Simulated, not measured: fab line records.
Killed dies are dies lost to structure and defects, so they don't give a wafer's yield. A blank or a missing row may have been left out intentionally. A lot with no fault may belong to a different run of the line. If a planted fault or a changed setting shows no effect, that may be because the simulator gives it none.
Lot-split experiment -- flow n5 finfet -- 21 wafers read across 7 lots, on a route 1938 steps long

THE SPLIT ITSELF
At N5_BEOL_M3_TRENCH_ETCH_37 (etches SiOC in C4F6/O2, target depth 55.555 nm, time 29.2 s), the setting time s was moved away from the recipe's 29.2 s on 9 of the 21 wafers read, by -20.2% to +20.3%. All remaining wafers had this setting at the recipe value.

FROM THE SPLIT TO THE READING: what the file shows between them, 2 steps
- N5_BEOL_M3_ETCH_41: etches SiCN in CH3F/O2, target depth 29.9 nm, time 52.5 s (also split here: target depth a)
- N5_BEOL_M3_STRIP_97: strips in N2/H2, time 10 s

THE READING
trench depth nm, in nm, at N5_BEOL_M3_OCD_MEAS_38. Fault-free wafers of this fab line usually give 55.8 nm, standard deviation 1.2 nm.

wafer,"tool, chamber at the split","time s as run, s",against the recipe,"trench depth nm, nm",against lot-mates on the recipe
L078.1,"rie diel-04, 0,1",29.2,recipe,55.3,-
L078.4,"rie diel-04, 0,1",29.2,recipe,54.9,-
L078.6,"rie diel-04, 0",29.2,recipe,55.5,-
L083.1,"rie diel-01, 2",31.99,+9.6%,61.3,+5.6
L083.2,"rie diel-01, 1",29.2,recipe,56.6,-
L083.4,"rie diel-01, 0",29.2,recipe,54.8,-
L089.3,"rie diel-04, 1",29.2,recipe,54.6,-
L089.4,"rie diel-04, 3",29.2,recipe,57.4,-
L089.6,"rie diel-04, 1",29.2,recipe,54.2,-
L090.1,"rie diel-01, 3",26.35,-9.8%,52.0,-2.9
L090.2,"rie diel-01, 1",26.35,-9.8%,51.8,-3.1
L090.5,"rie diel-01, 0",29.2,recipe,54.9,-
L092.2,"rie diel-04, 1",35.13,+20.3%,65.1,no lot-mate on the recipe
L092.5,"rie diel-04, 1",35.13,+20.3%,66.4,no lot-mate on the recipe
L092.6,"rie diel-04, 2",35.13,+20.3%,66.7,no lot-mate on the recipe
L096.3,"rie diel-01, 3",26.14,-10.5%,52.2,-3.1
L096.4,"rie diel-01, 2",26.14,-10.5%,49.7,-5.6
L096.6,"rie diel-01, 0",29.2,recipe,55.3,-
L097.2,"rie diel-01, 0",29.2,recipe,54.9,-
L097.3,"rie diel-01, 1",23.3,-20.2%,45.7,-9.4
L097.4,"rie diel-01, 2",29.2,recipe,55.3,-
Rows listing several chambers each stand for several wafers; the file does not say which wafer went through which chamber.

THE FIT
A straight line over all 21 wafers: trench depth nm changes by +0.494 nm for each +1% of time s; r = +0.98; the points scatter about the line by 0.99 nm.
The same after taking each lot's own level away (the mean of its wafers on the recipe; 18 wafers): +0.446 nm for each +1%; r = +0.95; scatter 1 nm.
The reading moves by 9 nm for the largest change in time s, on that fit.
The span of the lots' own levels, 54.90 to 55.70 nm, comes to 0.7 times the standard deviation stated above.
So the lot-to-lot level changes the slope: the two fits differ.
Check: -8.25 nm against its lot-mates is what the line predicts for one of the wafers moved furthest among these (-20.2%) when that wafer is left out of the fit. Against them it came out at -9.4 nm.

OTHER SPLITS APPLIED TO THESE WAFERS
Before the reading, these wafers also passed through other splits. Each is held against what the fit with the lots' levels taken away leaves over:
other split on the same wafers,wafers away from the commonest value,r with trench depth nm (lot level and that fit taken away)
N5_BEOL_M1_EXPOSE_25 dose mj,6,-0.11
N5_BEOL_M1_ALD_98 ald cycles,5,+0.25
N5_BEOL_M2_COAT_73 spin rpm,6,+0.00
N5_BEOL_M2_DESCUM_16 time s,10,-0.46
N5_BEOL_M3_ETCH_41 target depth a,5,-0.17

THE WHOLE CHAIN: every reading that the file lists as answering this split, in the file's order
step,what it does,reading,change (the file's fit),r (the file's)
N5_BEOL_M3_TRENCH_ETCH_37,"etches SiOC in C4F6/O2, target depth 55.555 nm, time 29.2 s","BEOL_M3.feature depth nm (the simulator's own value, which no gauge read)",+0.45 nm for each +1% of the setting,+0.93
N5_BEOL_M3_TRENCH_ETCH_37,"etches SiOC in C4F6/O2, target depth 55.555 nm, time 29.2 s","etch.depth nm (the simulator's own value, which no gauge read)",+0.457 nm for each +1% of the setting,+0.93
N5_BEOL_M3_OCD_MEAS_38,,trench depth nm,+0.452 nm for each +1% of the setting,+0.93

THE FILE'S OWN FIT
trench depth nm changes by +0.452 nm for each +1% of time s, r = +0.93.
